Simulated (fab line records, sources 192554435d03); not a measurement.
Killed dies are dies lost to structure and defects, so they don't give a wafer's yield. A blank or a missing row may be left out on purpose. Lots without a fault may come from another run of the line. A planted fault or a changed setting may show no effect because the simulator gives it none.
fab line records | flow n5_finfet
record lots=14 wafers=41 last_day=20
route steps=1938 shown BEOL_M3@1002 BEOL_M4@1023
lots that met no fault: from a run of the same line without faults
start_h: hours from the record's first day to the start of the lot's first wafer shown | wait_h: hours since the lot's step before | " the same as in the row above | L1.1+2: a row that stands for several wafers | - no value, or no start given | * or withheld: withheld | < > ~ a bound
route shown NAME@n: a module of which the file shows steps, and the number in the route of the first | usual: mean/standard deviation of fault-free wafers | same: alike in all rows | chamber/n: place in a boat | sites: the reading at each site | _std_site: their standard deviation | _edge_site: outer sites' mean less inner sites' | radius_mm: how far each site lies from the wafer's centre | mask NAME#n: copy n | behind: the tool/chamber that last shaped the wafer | hold: why the lot was held/for how many hours/how that ended | device: the transistor (n, p or np) that didn't switch | end of line: the same wafers' tests at the end of the route | a step without rows: its recipe alone | killed: dies lost to structure and defects at the first sort, not the wafer's yield | map: a wafer's dies, x killed, . not, _ none there
set.NAME: the setting as run; set.NAME@STEP: as run at that earlier step | model.NAME: the simulator's own value behind a step, which no gauge read
steps of the route over a sample of lots; a table a step, a row a wafer
services: from which hour (start_h, from the record's first day; less than 0 if before it) a tool's chamber was out of use, for how many hours, and why
## steps
# step N5_BEOL_M3_SPUTTER_88
# recipe material=Cu target_thk_a=45 temp_c=-20 chamber_pressure_pa=0.07 power_w=withheld time_s=8.29
# usual throttle_valve_pct=29.6/0.88
# columns lot.wafer tool chamber start_h wait_h throttle_valve_pct
L646.2 pvd_sputter-02 - 165.17 0.1 30.6
L646.3 " - " " 29.7
L646.5 " - " " 30.2
L647.3 pvd_sputter-01 - 185.97 0.1 29.0
L647.5 " - " " 28.8
L647.6 " - " " 28.6
L648.4 pvd_sputter-01 - 190.39 0.1 30.6
L648.5 " - " " 30.7
L649.1 pvd_sputter-01 - 196.33 0.1 28.6
L649.4 " - " " 28.5
L649.5 " - " " 30.6
L650.1 pvd_sputter-03 - 196.58 0.1 29.3
L650.3 " - " " 28.7
L650.6 " - " " 29.0
L651.1 pvd_sputter-02 - 200.56 0.1 30.2
L651.4 " - " " 29.0
L651.6 " - " " 30.0
L654.2 pvd_sputter-01 - 225.15 0.1 28.8
L654.4 " - " " 28.4
L654.5 " - " " 28.3
L656.1 pvd_sputter-03 - 248.25 0.1 28.7
L656.4 " - " " 29.7
L656.6 " - " " 28.4
L660.1 pvd_sputter-01 - 256.13 0.1 30.4
L660.2 " - " " 28.7
L660.6 " - " " 28.4
L663.1 pvd_sputter-03 - 290.28 0.1 28.4
L663.4 " - " " 29.3
L663.5 " - " " 28.6
L662.1 pvd_sputter-01 - 294.51 0.1 30.7
L662.3 " - " " 30.7
L662.5 " - " " 30.7
L664.1 pvd_sputter-02 - 306.58 0.1 29.4
L664.3 " - " " 28.7
L664.5 " - " " 29.5
L666.4 pvd_sputter-01 - 319.58 0.1 30.5
L666.5 " - " " 29.0
L666.6 " - " " 30.8
L669.1 pvd_sputter-02 - 324.76 0.1 29.0
L669.4 " - " " 29.1
L669.6 " - " " 29.2
# step N5_BEOL_M3_THK_MEAS_53
# recipe thk_meas_gauge=xrf reads=Cu_of_BEOL_M3_ECD_50
# usual M3_THK=39.9/1.6
# columns lot.wafer tool chamber start_h wait_h M3_THK[nm]
L646.2 film_metro-02 - 166.84 - 39.5
L646.3 " - " " 39.2
L646.5 " - " " 39.9
L647.3 film_metro-01 - 187.76 - 38.8
L647.5 " - " " 40.0
L647.6 " - " " 39.4
L648.4 film_metro-01 - 192.06 - 40.8
L648.5 " - " " 40.1
L649.1 film_metro-01 - 198.00 - 41.4
L649.4 " - " " 42.5
L649.5 " - " " 39.9
L650.1 film_metro-01 - 198.27 - 40.4
L650.3 " - " " 40.3
L650.6 " - " " 42.4
L651.1 film_metro-01 - 202.22 - 35.7
L651.4 " - " " 39.9
L651.6 " - " " 37.3
L654.2 film_metro-01 - 226.82 - 41.1
L654.4 " - " " 41.1
L654.5 " - " " 41.1
L656.1 film_metro-01 - 249.92 - 38.6
L656.4 " - " " 42.3
L656.6 " - " " 39.9
L660.1 film_metro-02 - 257.81 - 39.0
L660.2 " - " " 37.5
L660.6 " - " " 40.1
L663.1 film_metro-01 - 291.95 - 40.4
L663.4 " - " " 38.9
L663.5 " - " " 43.0
L662.1 film_metro-01 - 296.18 - 39.8
L662.3 " - " " 40.9
L662.5 " - " " 40.4
L664.1 film_metro-01 - 308.25 - 41.8
L664.3 " - " " 42.4
L664.5 " - " " 42.2
L666.4 film_metro-02 - 321.25 - 39.4
L666.5 " - " " 39.5
L666.6 " - " " 42.2
L669.1 film_metro-01 - 326.43 - 39.6
L669.4 " - " " 39.3
L669.6 " - " " 38.0
# step N5_BEOL_M4_PECVD_72
# recipe material=SiO2 target_thk_a=160 temp_c=400 precursor=TEOS/O2 pressure_torr=5.5 rf_w=450 teos_flow_sccm=53.8 gas=O2 flow_sccm=3000 time_s=18
# usual heater_power_w=813/99 showerhead_plenum_p_Torr=8.81/0.081 throttle_valve_pct=23.1/2.2
# columns lot.wafer tool chamber start_h wait_h heater_power_w showerhead_plenum_p_Torr throttle_valve_pct
L646.2 pecvd-03 2 167.33 0.0 1077 8.71 22.0
L646.3 " 1 " " 701 8.86 21.6
L646.5 " 0 " " 863 8.89 25.7
L647.3 pecvd-04 0 188.19 0.0 721 8.90 23.0
L647.5 " 1 " " 665 8.80 27.7
L647.6 " 0 " " 692 8.89 23.3
L648.4 pecvd-02 2 192.51 0.1 724 8.86 21.7
L648.5 " 0 " " 956 8.87 22.5
L649.1 pecvd-04 0 198.43 0.0 742 8.92 22.9
L649.4 " 2 " " 709 8.67 21.4
L649.5 " 1 " " 677 8.80 27.8
L650.1 pecvd-03 0 198.97 0.0 904 8.87 25.8
L650.3 " 1 " " 795 8.84 21.4
L650.6 " 1 " " 795 8.86 21.2
L651.1 pecvd-04 1 202.68 0.0 690 8.80 27.5
L651.4 " 0 " " 715 8.92 22.7
L651.6 " 2 " " 706 8.66 21.8
L654.2 pecvd-04 2 227.29 0.0 764 8.66 22.0
L654.4 " 0 " " 754 8.93 23.0
L654.5 " 2 " " 776 8.67 21.8
L656.1 pecvd-03 1 250.35 0.0 687 8.84 21.6
L656.4 " 0 " " 890 8.87 25.9
L656.6 " 1 " " 699 8.84 21.1
L660.1 pecvd-02 0 258.27 0.0 930 8.86 22.7
L660.2 " 2 " " 795 8.83 19.9
L660.6 " 2 " " 787 8.87 20.1
L663.1 pecvd-04 1 292.37 0.0 766 8.79 27.5
L663.4 " 1 " " 775 8.79 27.6
L663.5 " 2 " " 834 8.67 22.0
L662.1 pecvd-04 2 296.60 0.0 837 8.67 22.0
L662.3 " 0 " " 655 8.88 22.7
L662.5 " 0 " " 662 8.91 23.3
L664.1 pecvd-03 1 308.69 0.0 778 8.86 21.2
L664.3 " 1 " " 784 8.84 21.3
L664.5 " 1 " " 642 8.85 21.3
L666.4 pecvd-02 2 321.74 0.1 873 8.85 20.0
L666.5 " 2 " " 855 8.84 20.3
L666.6 " 0 " " 873 8.85 22.8
L669.1 pecvd-02 2 326.92 0.0 787 8.84 20.0
L669.4 " 1 " " 858 8.78 23.1
L669.6 " 0 " " 964 8.85 22.8
# step N5_BEOL_M4_HM_DEP_02
# recipe material=TiN target_thk_a=200 temp_c=25 chamber_pressure_pa=0.49996
# usual chamber_pressure_pa=0.4997/0.0011 substrate_temp_c=25.01/0.11 throttle_valve_pct=29.6/0.9
# columns lot.wafer tool chamber start_h wait_h chamber_pressure_pa substrate_temp_c throttle_valve_pct
L646.2 pvd_sputter-03 - 167.59 0.2 0.5021 25.01 29.9
L646.3 " - " " 0.4988 25.11 31.0
L646.5 " - " " 0.5006 24.99 28.9
L647.3 pvd_sputter-03 - 188.80 0.6 0.5005 25.02 29.8
L647.5 " - " " 0.4998 24.86 28.9
L647.6 " - " " 0.5007 25.08 29.0
L648.4 pvd_sputter-03 - 192.60 0.1 0.4998 25.07 29.9
L648.5 " - " " 0.4986 24.95 29.7
L649.1 pvd_sputter-02 - 198.98 0.5 0.4994 24.83 29.9
L649.4 " - " " 0.5000 25.06 28.8
L649.5 " - " " 0.4984 25.26 29.1
L650.1 pvd_sputter-01 - 201.72 2.7 0.5005 25.04 30.7
L650.3 " - " " 0.4974 24.98 28.7
L650.6 " - " " 0.4988 25.06 28.4
L651.1 pvd_sputter-01 - 203.52 0.8 0.5004 25.00 30.6
L651.4 " - " " 0.5006 24.80 28.7
L651.6 " - " " 0.4999 24.94 30.4
L654.2 pvd_sputter-03 - 227.69 0.4 0.4997 24.87 29.2
L654.4 " - " " 0.5010 25.28 29.9
L654.5 " - " " 0.4997 25.03 31.1
L656.1 pvd_sputter-01 - 251.13 0.8 0.4996 24.95 30.7
L656.4 " - " " 0.4991 24.93 28.4
L656.6 " - " " 0.4998 24.94 30.5
L660.1 pvd_sputter-02 - 260.26 2.0 0.4981 24.98 29.5
L660.2 " - " " 0.4999 25.17 30.5
L660.6 " - " " 0.5007 24.95 29.0
L663.1 pvd_sputter-03 - 292.82 0.4 0.4989 24.84 29.1
L663.4 " - " " 0.5000 25.08 30.9
L663.5 " - " " 0.4997 24.97 29.8
L662.1 pvd_sputter-03 - 297.02 0.4 0.4986 25.08 31.2
L662.3 " - " " 0.5002 24.88 28.9
L662.5 " - " " 0.4983 24.89 29.1
L664.1 pvd_sputter-03 - 312.75 4.0 - - -
L664.3 " - " " - - -
L664.5 " - " " - - -
L666.4 pvd_sputter-02 - 322.48 0.7 - - -
L666.5 " - " " - - -
L666.6 " - " " - - -
L669.1 pvd_sputter-03 - 328.79 1.9 0.4995 25.05 29.2
L669.4 " - " " 0.4996 24.88 31.1
L669.6 " - " " 0.5004 24.88 28.3
# step N5_BEOL_M4_HM_OPEN_17
# recipe chemistry=Cl2/BCl3 target_depth_a=200 overetch_a=60 target=TiN mask_material=SOC ion_energy_ev=150 pressure_mtorr=10 icp_w=1000 bias_w=126 Cl2_flow_sccm=53.25 bcl3_flow_sccm=21.75 Ar_flow_sccm=25
# usual bias_w=126.1/0.38 chamber_pressure_mTorr=10.002/0.01 drypump_motor_current_A=5.65/0.15 mfc_ar_sccm=25.00/0.077 oes_ar_750_au=0.80/0.094 oes_product_au=0.70/0.073 throttle_valve_pct=22.18/0.26
# columns lot.wafer tool chamber start_h wait_h bias_w chamber_pressure_mTorr drypump_motor_current_A mfc_ar_sccm oes_ar_750_au oes_product_au rf_hours_counter_h throttle_valve_pct
L646.2 rie_metal-02 1 168.49 0.0 125.9 10.009 5.34 24.96 0.78 0.71 27 22.10
L646.3 " 1 " " 126.1 10.024 5.37 24.86 0.79 0.72 - 22.07
L646.5 " 1 " " 125.8 10.002 5.36 24.92 0.79 0.71 - 22.08
L647.3 rie_metal-01 1 189.64 0.1 125.9 10.012 5.88 25.00 0.95 0.75 - 22.50
L647.5 " 1 " " 125.8 9.986 5.86 24.95 0.96 0.76 - 22.48
L647.6 " 0 " " 126.1 9.999 5.73 24.98 0.90 0.77 - 22.26
L648.4 rie_metal-02 1 193.52 0.1 126.1 10.004 5.36 24.99 0.78 0.71 - 22.11
L648.5 " 0 " " 126.3 10.007 5.66 24.92 0.82 0.69 - 21.85
L649.1 rie_metal-02 0 199.87 0.0 126.1 9.990 5.67 25.03 0.82 0.69 33 21.86
L649.4 " 1 " " 125.9 10.008 5.33 24.92 0.77 0.71 - 22.09
L649.5 " 1 " " 125.6 9.992 5.36 24.92 0.78 0.71 - 22.10
L650.1 rie_metal-02 1 202.73 0.0 126.6 10.018 5.35 25.05 0.78 0.71 30 22.10
L650.3 " 0 " " 126.3 10.006 5.63 24.97 0.81 0.70 - 21.85
L650.6 " 0 " " 126.3 10.007 5.63 25.06 0.82 0.68 - 21.87
L651.1 rie_metal-03 0 204.34 0.0 125.3 10.003 5.71 25.18 0.59 0.54 119 22.63
L651.4 " 0 " " 125.9 9.993 5.71 25.15 0.60 0.53 - 22.64
L651.6 " 0 " " 125.6 9.991 5.70 25.18 0.59 0.53 - 22.61
L654.2 rie_metal-03 1 228.84 0.0 126.1 10.012 5.69 25.01 0.87 0.77 5 22.17
L654.4 " 0 " " 126.5 10.003 5.70 24.93 0.60 0.53 - 22.63
L654.5 " 0 " " 126.7 9.973 5.71 25.06 0.59 0.54 - 22.62
L656.1 rie_metal-02 0 252.09 0.0 126.1 10.026 5.65 25.05 0.80 0.69 38 21.85
L656.4 " 0 " " 125.3 10.019 5.64 25.07 0.80 0.68 - 21.87
L656.6 " 0 " " 126.0 9.993 5.66 24.95 0.81 0.69 - 21.86
L660.1 rie_metal-02 1 262.01 0.0 126.6 10.001 5.37 25.13 0.78 0.70 31 22.11
L660.2 " 0 " " 126.0 9.999 5.64 25.02 0.80 0.67 39 21.89
L660.6 " 0 " " 126.2 10.001 5.67 24.93 0.80 0.69 - 21.86
L663.1 rie_metal-02 1 293.59 0.0 125.9 10.004 5.36 24.96 0.77 0.69 35 22.12
L663.4 " 0 " " 125.9 9.998 5.67 24.99 0.79 0.67 - 21.88
L663.5 " 0 " " 126.5 10.005 5.67 24.98 0.79 0.67 - 21.89
L662.1 rie_metal-01 0 297.80 0.0 126.2 10.000 5.72 24.93 0.85 0.73 19 22.29
L662.3 " 1 " " 127.0 9.999 5.89 25.03 0.91 0.71 - 22.52
L662.5 " 1 " " 126.6 10.005 5.91 25.03 0.91 0.72 - 22.52
L664.1 rie_metal-02 1 313.52 0.0 126.5 9.999 5.33 25.06 0.76 0.30 37 22.77
L664.3 " 0 " " 126.3 10.016 5.65 25.05 0.78 0.29 - 22.51
L664.5 " 0 " " 126.8 10.001 5.65 25.02 0.79 0.30 - 22.53
L666.4 rie_metal-01 1 323.44 0.1 126.3 9.999 5.80 24.90 0.90 0.32 - 23.17
L666.5 " 1 " " 126.3 10.007 5.83 24.96 0.90 0.32 - 23.17
L666.6 " 0 " " 125.6 9.994 5.75 24.93 0.84 0.32 - 22.92
L669.1 rie_metal-02 0 329.69 0.0 126.0 10.002 5.67 25.09 0.78 0.65 47 21.91
L669.4 " 0 " " 125.8 10.022 5.65 25.10 0.78 0.65 - 21.90
L669.6 " 0 " " 126.0 10.003 5.64 25.05 0.78 0.66 - 21.90
# step N5_BEOL_M4_CD_MEAS_18
# recipe pitch_nm=36 target_cd_nm=18
# usual cd_nm=18.1/0.47
# columns lot.wafer tool chamber start_h wait_h cd_nm
L646.2 cd_sem-03 - 168.67 0.1 17.9
L646.3 " - " " 17.1
L646.5 " - " " 17.5
L647.3 cd_sem-02 - 189.79 0.1 18.6
L647.5 " - " " 18.4
L647.6 " - " " 17.7
L648.4 cd_sem-02 - 193.69 0.1 18.1
L648.5 " - " " 17.8
L649.1 cd_sem-02 - 200.05 0.0 18.1
L649.4 " - " " 17.4
L649.5 " - " " 18.1
L650.1 cd_sem-02 - 202.91 0.0 17.7
L650.3 " - " " 17.6
L650.6 " - " " 18.1
L651.1 cd_sem-03 - 204.62 0.0 18.5
L651.4 " - " " 17.3
L651.6 " - " " 18.1
L654.2 cd_sem-02 - 229.03 0.1 18.5
L654.4 " - " " 17.7
L654.5 " - " " 18.3
L656.1 cd_sem-02 - 252.36 0.0 18.0
L656.4 " - " " 18.0
L656.6 " - " " 17.6
L660.1 cd_sem-01 - 262.22 0.1 17.4
L660.2 " - " " 18.4
L660.6 " - " " 17.8
L663.1 cd_sem-02 - 293.78 0.1 17.5
L663.4 " - " " 18.6
L663.5 " - " " 18.4
L662.1 cd_sem-02 - 297.98 0.0 17.7
L662.3 " - " " 19.1
L662.5 " - " " 19.2
L664.1 cd_sem-03 - 313.70 0.0 -
L664.3 " - " " -
L664.5 " - " " -
L666.4 cd_sem-03 - 323.61 0.1 -
L666.5 " - " " -
L666.6 " - " " -
L669.1 cd_sem-03 - 329.95 0.0 17.5
L669.4 " - " " 17.6
L669.6 " - " " 17.8
# step N5_BEOL_M4_RC_MEAS_101
# usual DIBL_N=36.5/2.1 DIBL_P=36.6/2.6 IOFF_N=0.17/0.044 IOFF_P=0.21/0.048 ION_N=674/17 ION_P=462/9.5 SS_N=71.6/0.77 SS_P=73.5/0.72 VT_N=250/4.2 VT_P=-250/3.9
# columns lot.wafer tool chamber start_h wait_h DIBL_N[mV/V] DIBL_P[mV/V] IOFF_N[nA/um] IOFF_P[nA/um] ION_N[uA/um] ION_P[uA/um] SS_N[mV/dec] SS_P[mV/dec] VT_N[mV] VT_P[mV]
L646.2 prober-02 0 194.37 0.2 36.8 36.2 0.19 0.25 686 468 71.4 74.0 246 -245
L646.3 " 0 " " 34.5 33.7 0.15 0.22 673 466 71.3 73.4 252 -247
L646.5 " 0 " " 35.9 34.8 0.18 0.22 683 469 71.5 73.4 245 -249
L647.3 prober-02 0 217.95 0.3 33.3 32.4 0.09 0.16 644 452 70.7 71.9 259 -254
L647.5 " 0 " " 38.8 39.3 0.19 0.26 676 469 71.5 74.8 250 -247
L647.6 " 0 " " 31.5 30.2 0.08 0.13 636 452 70.1 72.3 262 -256
L650.1 prober-01 0 222.07 0.0 41.7 40.4 0.31 0.35 707 476 73.8 74.9 241 -242
L650.3 " 0 " " 34.2 32.3 0.13 0.19 678 467 70.7 72.7 251 -250
L650.6 " 0 " " 40.5 40.5 0.29 0.34 703 475 72.2 74.8 241 -243
L648.4 prober-02 0 224.41 0.5 34.9 33.9 0.13 0.17 671 460 70.6 73.4 255 -254
L648.5 " 0 " " 37.0 37.6 0.17 0.22 684 468 71.1 74.7 248 -252
L649.1 prober-02 0 227.58 0.0 37.2 37.7 0.14 0.20 667 462 71.1 73.0 253 -253
L649.4 " 0 " " 40.6 42.3 0.24 0.28 706 478 72.4 74.4 241 -245
L649.5 " 0 " " 39.5 40.8 0.20 0.25 685 465 72.2 74.3 248 -247
L651.1 prober-02 0 236.60 0.0 34.7 35.1 0.13 0.16 675 459 70.9 73.1 255 -254
L651.4 " 0 " " 36.8 38.1 0.17 0.21 687 468 71.0 73.9 249 -252
L651.6 " 0 " " 32.4 33.0 0.10 0.15 657 460 70.7 71.7 254 -254
L654.2 prober-02 0 250.70 0.2 35.6 36.7 0.16 0.20 667 461 71.5 73.4 247 -250
L654.4 " 0 " " 36.0 35.2 0.15 0.17 651 445 72.3 73.0 253 -253
L654.5 " 0 " " 32.7 32.9 0.11 0.16 653 454 70.0 73.2 254 -254
L656.1 prober-01 0 270.26 0.0 37.4 37.5 0.16 0.22 680 464 71.7 73.9 251 -249
L656.4 " 0 " " 37.1 36.5 0.14 0.21 658 465 72.3 73.2 254 -248
L656.6 " 0 " " 35.6 34.6 0.12 0.18 665 464 71.1 72.7 255 -251
L660.1 prober-02 0 277.93 0.0 34.3 33.9 0.12 0.15 659 451 71.0 73.1 258 -258
L660.2 " 0 " " 36.0 37.2 0.16 0.21 688 466 71.6 73.3 249 -253
L660.6 " 0 " " 36.1 37.2 0.15 0.21 662 455 71.7 74.1 251 -253
L663.1 prober-01 0 299.93 0.0 37.2 36.8 0.19 0.27 692 484 72.1 74.2 245 -244
L663.4 " 0 " " 33.4 33.5 0.13 0.20 670 467 70.7 73.6 251 -249
L663.5 " 0 " " 35.6 34.8 0.16 0.23 662 469 71.8 73.9 249 -244
L662.1 prober-01 0 320.73 0.6 35.4 36.2 0.16 0.21 656 459 71.1 74.2 251 -250
L662.3 " 0 " " 36.4 38.3 0.19 0.23 682 465 71.7 74.2 247 -251
L662.5 " 0 " " 34.7 35.6 0.14 0.19 649 455 71.7 73.3 253 -250
L669.1 prober-01 0 349.42 0.0 34.9 36.2 0.12 0.17 664 459 71.3 73.3 257 -256
L669.4 " 0 " " 37.3 38.6 0.16 0.21 671 469 71.8 74.0 252 -251
L669.6 " 0 " " 35.3 35.4 0.13 0.16 666 453 71.5 72.8 255 -258
## services
# columns tool chamber start_h hours kind
rie_metal-02 - 146.01 0.5 repair
rie_metal-03 1 148.07 - clean
pvd_sputter-01 - 155.50 4.5 repair
pecvd-04 - 162.72 5.5 pm
pecvd-04 0 180.19 2.1 scheduled_down
pecvd-02 - 189.15 0.8 pm
rie_metal-01 - 193.38 14.6 pm
rie_metal-03 1 198.13 8.4 repair
pecvd-02 2 202.38 - clean
pecvd-02 2 202.38 - consumable_replace:showerhead
pecvd-02 2 202.38 29.0 scheduled_down
pecvd-02 2 202.38 29.0 vent_cycle
pecvd-02 1 206.22 2.9 repair
pvd_sputter-01 - 219.23 4.0 repair
rie_metal-02 1 225.03 36.0 repair
pecvd-03 1 226.92 4.8 repair
pecvd-04 2 238.72 5.5 scheduled_down
pecvd-04 1 247.44 2.1 scheduled_down
pecvd-03 - 255.03 14.6 pm
rie_metal-03 - 256.49 1.2 repair
pecvd-02 - 270.32 28.1 pm
pecvd-03 0 280.98 5.5 scheduled_down
pecvd-03 0 307.10 28.4 repair
pecvd-02 1 319.53 5.5 scheduled_down
## key
first_sign step=N5_BEOL_M4_HM_DEP_02 reading=tool_record direction=missing
effect step=N5_BEOL_M4_HM_OPEN_17 reading=oes_product_au direction=down sigmas=5.3 usual=0.70 struck=0.31
effect step=N5_BEOL_M4_CD_MEAS_18 reading=cd_nm direction=missing
met_at N5_BEOL_M4_HM_DEP_02
struck_lots L664,L666
later_rows_left_out L664.1,L664.3,L664.5,L666.4,L666.5,L666.6
sort_left_out L664.1,L664.3,L664.5,L666.4,L666.5,L666.6
not_acting_at N5_BEOL_M3_SPUTTER_88,N5_BEOL_M3_THK_MEAS_53,N5_BEOL_M4_PECVD_72
onset_between 297.02 312.75
fault kind=skipped_step_whole tool=pvd_sputter-02,pvd_sputter-03 chamber=- onset_h=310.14 steps=N5_BEOL_M4_HM_DEP_02 scope=struck_lots_only
# sort_left_out: the simulated sort isn't trusted on such a fault, so these wafers' sort isn't shown, and their yield isn't known
# later_rows_left_out: the simulator's readings of these wafers behind a module that went badly wrong aren't trusted and aren't shown, but for the sort
